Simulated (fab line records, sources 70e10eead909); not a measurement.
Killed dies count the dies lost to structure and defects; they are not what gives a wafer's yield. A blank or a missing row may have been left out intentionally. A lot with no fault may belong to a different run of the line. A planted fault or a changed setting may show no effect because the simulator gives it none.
Chamber matching | flow nand_harc | NHARC_A_CONTACT_ETCH_106 on rie_diel-10: 4 sister chambers
The step etches the open film in CF4/O2, target depth 60 nm, overetch 6 nm, time 33 s. 4 wafers are shown with their chamber, then 12 later ones without.

== WAFERS, EACH WITH ITS CHAMBER ==
wafer  | chamber | drypump_motor_current_A (A)
L083.5 | 0       | 5.2
L090.4 | 3       | 5.5
L090.5 | 2       | 5.3
L090.6 | 1       | 6.7

== WAFERS WHOSE CHAMBER IS MISSING ==
wafer  | drypump_motor_current_A (A)
L092.4 | 5.3
L092.5 | 5.3
L092.6 | 5.5
L093.1 | 5.3
L093.2 | 5.3
L093.3 | 6.7
L094.1 | 5.3
L094.2 | 5.3
L094.3 | 6.7
L096.1 | 5.3
L096.4 | 5.3
L096.6 | 6.8

== THE CHAMBER EACH PASSED THROUGH ==
wafer  | from the rows above | in truth
L092.4 | 2                   | 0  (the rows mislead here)
L092.5 | 2                   | 2
L092.6 | 3                   | 3
L093.1 | 2                   | 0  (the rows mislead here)
L093.2 | 2                   | 2
L093.3 | 1                   | 1
L094.1 | 2                   | 2
L094.2 | 2                   | 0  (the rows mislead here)
L094.3 | 1                   | 1
L096.1 | 2                   | 2
L096.4 | 2                   | 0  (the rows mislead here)
L096.6 | 1                   | 1
8 of 12 placed correctly. From these rows, 0 cannot be placed. Placed wrongly: 4.
How it was worked out, from the rows above alone: a wafer's distance from a chamber is the root of the sum, over the readings, of the square of ((its reading less the chamber's mean) divided by the reading's scatter). The wafer belongs to the nearest chamber; if the next one is less than 2 further off, it can't be placed. The mean given for a chamber averages the wafers shown for that chamber. The scatter: root of mean squared gap, hidden wafer to nearest shown wafer, with one shown wafer a chamber.
